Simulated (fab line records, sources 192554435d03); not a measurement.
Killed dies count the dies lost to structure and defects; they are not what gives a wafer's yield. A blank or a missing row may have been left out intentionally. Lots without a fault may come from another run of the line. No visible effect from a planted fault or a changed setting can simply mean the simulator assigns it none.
Chamber matching / flow n5 finfet / N5_BEOL_M6_DESCUM_16 on rie diel-01 has 4 sister chambers
The step chemistry O2, time 7.9 s. 4 wafers are shown with their chamber, then 12 later ones without.

## EACH WAFER AND ITS CHAMBER
wafer=L081.3; chamber=0; showerhead plenum p Torr (Torr)=2.01
wafer=L083.2; chamber=3; showerhead plenum p Torr (Torr)=2.19
wafer=L085.4; chamber=1; showerhead plenum p Torr (Torr)=2.06
wafer=L085.5; chamber=2; showerhead plenum p Torr (Torr)=2.15

## WAFERS WHOSE CHAMBER IS MISSING
wafer=L089.1; showerhead plenum p Torr (Torr)=2.15
wafer=L089.2; showerhead plenum p Torr (Torr)=2.06
wafer=L089.3; showerhead plenum p Torr (Torr)=2.01
wafer=L089.4; showerhead plenum p Torr (Torr)=2.18
wafer=L089.5; showerhead plenum p Torr (Torr)=2.15
wafer=L089.6; showerhead plenum p Torr (Torr)=2.06
wafer=L097.1; showerhead plenum p Torr (Torr)=2.15
wafer=L097.2; showerhead plenum p Torr (Torr)=2.18
wafer=L097.3; showerhead plenum p Torr (Torr)=2.05
wafer=L097.4; showerhead plenum p Torr (Torr)=2.00
wafer=L097.5; showerhead plenum p Torr (Torr)=2.14
wafer=L097.6; showerhead plenum p Torr (Torr)=2.18

## THE CHAMBER EACH PASSED THROUGH
wafer=L089.1; from the rows above=2; in truth=2
wafer=L089.2; from the rows above=1; in truth=1
wafer=L089.3; from the rows above=0; in truth=0
wafer=L089.4; from the rows above=3; in truth=3
wafer=L089.5; from the rows above=2; in truth=2
wafer=L089.6; from the rows above=1; in truth=1
wafer=L097.1; from the rows above=2; in truth=2
wafer=L097.2; from the rows above=3; in truth=3
wafer=L097.3; from the rows above=1; in truth=1
wafer=L097.4; from the rows above=0; in truth=0
wafer=L097.5; from the rows above=2; in truth=2
wafer=L097.6; from the rows above=3; in truth=3
Correct placement for 12 of the 12. Not placeable from these rows: 0. Number placed wrongly: 0.
How it was worked out, from the rows above alone: a wafer's distance from a chamber is the root of the sum, over the readings, of the square of ((its reading less the chamber's mean) divided by the reading's scatter). If the next closest chamber is less than 2 further off than the closest, the wafer can't be placed; otherwise it belongs to the closest. The mean given for a chamber averages the wafers shown for that chamber. The scatter: root of mean squared gap, hidden wafer to nearest shown wafer, with one shown wafer a chamber.
